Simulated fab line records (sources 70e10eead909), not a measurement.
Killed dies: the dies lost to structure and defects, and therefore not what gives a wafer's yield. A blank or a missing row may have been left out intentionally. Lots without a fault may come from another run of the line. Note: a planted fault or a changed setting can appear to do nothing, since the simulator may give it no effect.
Problem report in the 8D (eight disciplines) form, filled by code + flow nandHarc + the parts of the form that need people (team, actions taken, sign-off) are left out

## 1. WHAT IS WRONG
At NHARC_END_SORT_01, killedAtArray averages 84 over 6 wafers from 2 lots, while fault-free wafers read 27, standard deviation 8.8. That puts it +6.5 standard deviations away from the usual mean.
The first sign was on wafer L837.1 at day 21 10:14, on prober-01. Wafers with a number at this step in the record: 6, from 2 lots. Rule for "out" (also "out of limits"): further than 4 standard deviations from the usual mean. The rest of the wafers with a number are treated as sound.

## 2. WHAT IT IS, WHAT IT ISN'T
| question                    | is                        | is not                                                    |
|-----------------------------|---------------------------|-----------------------------------------------------------|
| which readings at this step | killedAtArray, killedDies | killedAtOther, killedAtPeriphery, killedOpen, killedShort |
| which lots                  | L837, L838                | -                                                         |
| which wafers of those lots  | all that have a number    | -                                                         |
| read on which gauges        | prober-01                 | -                                                         |
| when                        | from day 21 10:14         | up to then (0 sound wafers)                               |

## 3. SUSPECTS, AND WHAT RULES EACH OUT
Counting: a tool at any process step up to the reading remains a suspect when it ran all the lots that are out and ran no sound lot after the first of those.
- the gauge at NHARC_END_SORT_01: kept. All the wafers that are out were read on prober-01, and no step on other tools shows them out.
- pecvdOnon-03 at NHARC_A_ONON_D1_DEP_19 (target thk 1000 nm): kept. It ran every lot that is out, first L837 (day 9 18:02), and no sound lot after that.
What counting leaves: pecvdOnon-03 at NHARC_A_ONON_D1_DEP_19 and prober-01 at NHARC_END_SORT_01.

## 4. THE CAUSE (what the simulator had put in)
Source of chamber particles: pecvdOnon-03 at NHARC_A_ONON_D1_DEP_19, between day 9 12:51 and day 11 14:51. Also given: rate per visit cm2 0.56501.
2 suspects survive the count, and this tool is in that group.

## 5. SEQUENCE OF EFFECTS, ordered by route
Each row: a reading whose mean over the struck wafers that have a number lies more than 3 standard deviations from the usual. Scope: only readings with a usual standard deviation given in the record; hours: median across lots of the time from each lot's start at the first step in this table that gives one to its start at this step; sigmas: change in usual standard deviations.
| hours | step              | reading       | usual | on struck wafers | change | sigmas |
|-------|-------------------|---------------|-------|------------------|--------|--------|
| 0     | NHARC_END_SORT_01 | killedAtArray | 27    | 84               | +57    | +6.5   |
| 0     | NHARC_END_SORT_01 | killedDies    | 31    | 86               | +56    | +6.3   |

## 6. WHAT WOULD HAVE CAUGHT IT SOONER
The first out-of-limits reading at a measuring or inspecting step in this record came at day 21 10:14, 285 hours after the fault's start at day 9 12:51.
Lots out: 2; all had begun NHARC_A_ONON_D1_DEP_19 on pecvdOnon-03 by day 21 10:14. Had the tool been put on hold then, not one of them would have been saved.
